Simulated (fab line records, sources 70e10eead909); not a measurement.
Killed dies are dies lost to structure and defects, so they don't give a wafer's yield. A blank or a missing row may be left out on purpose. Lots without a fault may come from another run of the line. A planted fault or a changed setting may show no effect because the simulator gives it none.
Chamber matching | flow nand_harc | NHARC_A_SGD_CUT_DEP_00 on pecvd-03: 3 sister chambers
The step deposits SiNx, target thk 50 nm. 6 wafers are shown with their chamber, then 10 later ones without.

WAFERS WITH THEIR CHAMBER
wafer  | chamber | heater_power_w (W) | rf_fwd_power_W (W)
L081.4 | 0       | 603                | 451.2
L084.3 | 2       | 718                | 450.3
L088.5 | 1       | 835                | 446.9
L088.6 | 2       | 657                | 446.7
L087.1 | 0       | 635                | 451.1
L087.2 | 1       | 700                | 447.2

WAFERS WITHOUT THEIR CHAMBER
wafer  | heater_power_w (W) | rf_fwd_power_W (W)
L087.6 | 700                | 447.3
L089.2 | 805                | 447.6
L089.5 | 812                | 446.7
L089.6 | 791                | 448.3
L092.2 | 753                | 448.6
L092.4 | 709                | 448.9
L092.5 | 740                | 448.7
L095.2 | 794                | 448.6
L095.3 | 577                | 448.4
L095.5 | 597                | 450.2

WHICH CHAMBER EACH WENT THROUGH
wafer  | from the rows above          | in truth
L087.6 | can't be placed: 2 or 1      | 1
L089.2 | can't be placed: 1 or 2      | 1
L089.5 | can't be placed: 1 or 2      | 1
L089.6 | can't be placed: 1 or 2      | 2
L092.2 | can't be placed: 2 or 1 or 0 | 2
L092.4 | can't be placed: 2 or 1 or 0 | 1
L092.5 | can't be placed: 2 or 1 or 0 | 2
L095.2 | can't be placed: 1 or 2      | 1
L095.3 | can't be placed: 2 or 0 or 1 | 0
L095.5 | can't be placed: 0 or 2      | 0
Placed correctly: 0 of 10. Can't be placed from these rows: 10 (the true chamber is among the candidates in 10). Placed wrongly: 0.
How it was worked out, from the rows above alone: a wafer's distance from a chamber is the root of the sum, over the readings, of the square of ((its reading less the chamber's mean) divided by the reading's scatter). The wafer belongs to the nearest chamber; if the next one is less than 2 further off, it can't be placed. A chamber's mean is the mean of its shown wafers. The scatter: the root of (the sum of the squares of (reading less its chamber's mean) over the shown wafers, divided by (wafers less chambers)).
